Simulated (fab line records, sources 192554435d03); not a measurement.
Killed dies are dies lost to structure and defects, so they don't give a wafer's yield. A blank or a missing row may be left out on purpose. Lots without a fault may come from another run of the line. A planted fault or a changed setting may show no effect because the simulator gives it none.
Chamber matching | flow n5_finfet | N5_GATE_CUT_ETCH_37 on rie_diel-02: 4 sister chambers
The step etches SOC in N2/H2, target depth 60 nm, overetch 12 nm, time 90 s. 4 wafers are shown with their chamber, then 7 later ones without.

WAFERS WITH THEIR CHAMBER
wafer  | chamber | showerhead_plenum_p_Torr (Torr)
L089.5 | 2       | 2.47
L091.5 | 3       | 2.68
L092.1 | 0       | 2.65
L092.2 | 1       | 2.71

WAFERS WITHOUT THEIR CHAMBER
wafer  | showerhead_plenum_p_Torr (Torr)
L092.6 | 2.71
L095.2 | 2.65
L095.3 | 2.46
L095.5 | 2.67
L096.1 | 2.46
L096.2 | 2.67
L096.5 | 2.71

WHICH CHAMBER EACH WENT THROUGH
wafer  | from the rows above     | in truth
L092.6 | 1                       | 1
L095.2 | 0                       | 0
L095.3 | 2                       | 2
L095.5 | can't be placed: 3 or 0 | 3
L096.1 | 2                       | 2
L096.2 | can't be placed: 3 or 0 | 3
L096.5 | 1                       | 1
Placed correctly: 5 of 7. Can't be placed from these rows: 2 (the true chamber is among the candidates in 2). Placed wrongly: 0.
How it was worked out, from the rows above alone: a wafer's distance from a chamber is the root of the sum, over the readings, of the square of ((its reading less the chamber's mean) divided by the reading's scatter). The wafer belongs to the nearest chamber; if the next one is less than 2 further off, it can't be placed. A chamber's mean is the mean of its shown wafers. The scatter: with one shown wafer a chamber, the root of the mean of the squares of how far each hidden wafer lies from its nearest shown one.
